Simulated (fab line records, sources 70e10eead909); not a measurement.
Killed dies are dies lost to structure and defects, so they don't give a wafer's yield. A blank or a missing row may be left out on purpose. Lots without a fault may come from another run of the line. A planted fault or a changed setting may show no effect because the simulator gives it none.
Chamber matching | flow nand_harc | NHARC_A_M0_ETCH_34 on rie_diel-13: 4 sister chambers
The step etches the open film in N2/H2, target depth 40 nm, overetch 12 nm, time 43.94 s. 20 wafers are shown with their chamber, then 10 later ones without.

WAFERS WITH THEIR CHAMBER
wafer  | chamber | showerhead_plenum_p_Torr (Torr) | drypump_motor_current_A (A) | rf_vpp_V (V)
L077.2 | 2       | 2.17                            | 6.16                        | 432.8
L077.4 | 1       | 1.96                            | 6.02                        | 428.0
L077.6 | 2       | 2.17                            | 6.19                        | 433.9
L077.1 | 3       | 2.06                            | 5.63                        | 431.7
L077.3 | 0       | 2.07                            | 6.21                        | 430.1
L077.5 | 1       | 1.96                            | 6.01                        | 429.3
L080.1 | 3       | 2.06                            | 5.62                        | 430.8
L080.3 | 0       | 2.07                            | 6.21                        | 432.0
L080.5 | 0       | 2.07                            | 6.21                        | 430.8
L081.1 | 0       | 2.07                            | 6.21                        | 430.4
L081.2 | 3       | 2.06                            | 5.62                        | 430.8
L081.5 | 2       | 2.17                            | 6.14                        | 434.0
L081.3 | 2       | 2.17                            | 6.18                        | 433.0
L081.4 | 3       | 2.06                            | 5.63                        | 431.6
L081.6 | 0       | 2.07                            | 6.21                        | 432.0
L082.2 | 0       | 2.07                            | 6.21                        | 432.1
L082.4 | 2       | 2.17                            | 6.17                        | 434.1
L082.6 | 3       | 2.06                            | 5.63                        | 432.0
L085.1 | 2       | 2.17                            | 6.16                        | 434.7
L085.2 | 0       | 2.06                            | 6.20                        | 430.9

SIGNATURES (means of the wafers above)
reading                  | chamber 0 | chamber 1 | chamber 2 | chamber 3 | scatter within a chamber
showerhead_plenum_p_Torr | 2.0686    | 1.9600    | 2.1700    | 2.0600    | 0.00231
drypump_motor_current_A  | 6.2086    | 6.0150    | 6.1667    | 5.6260    | 0.0106
rf_vpp_V                 | 431.186   | 428.650   | 433.750   | 431.380   | 0.742
Rule: a wafer's distance from a chamber is the root of the sum, over the readings, of the square of ((its reading less the chamber's mean) divided by the reading's scatter). The wafer belongs to the nearest chamber; if the next one is less than 2 further off, it can't be placed. The scatter: the root of (the sum of the squares of (reading less its chamber's mean) over the shown wafers, divided by (wafers less chambers)).

WAFERS WITHOUT THEIR CHAMBER
wafer  | showerhead_plenum_p_Torr (Torr) | drypump_motor_current_A (A) | rf_vpp_V (V)
L085.6 | 2.17                            | 6.18                        | 432.9
L087.1 | 1.96                            | 6.03                        | 429.8
L087.4 | 2.06                            | 6.20                        | 430.5
L087.6 | 2.06                            | 5.60                        | 431.6
L088.2 | 1.96                            | 6.03                        | 429.8
L088.3 | 2.17                            | 6.14                        | 434.4
L088.5 | 1.96                            | 6.05                        | 428.4
L091.1 | 2.17                            | 6.24                        | 434.0
L091.5 | 2.17                            | 6.19                        | 433.6
L091.6 | 2.06                            | 5.64                        | 431.3

WHICH CHAMBER EACH WENT THROUGH
wafer  | from the rows above | in truth
L085.6 | 2                   | 2
L087.1 | 1                   | 1
L087.4 | 0                   | 0
L087.6 | 3                   | 3
L088.2 | 1                   | 1
L088.3 | 2                   | 2
L088.5 | 1                   | 1
L091.1 | 2                   | 2
L091.5 | 2                   | 2
L091.6 | 3                   | 3
Placed correctly: 10 of 10. Can't be placed from these rows: 0. Placed wrongly: 0.
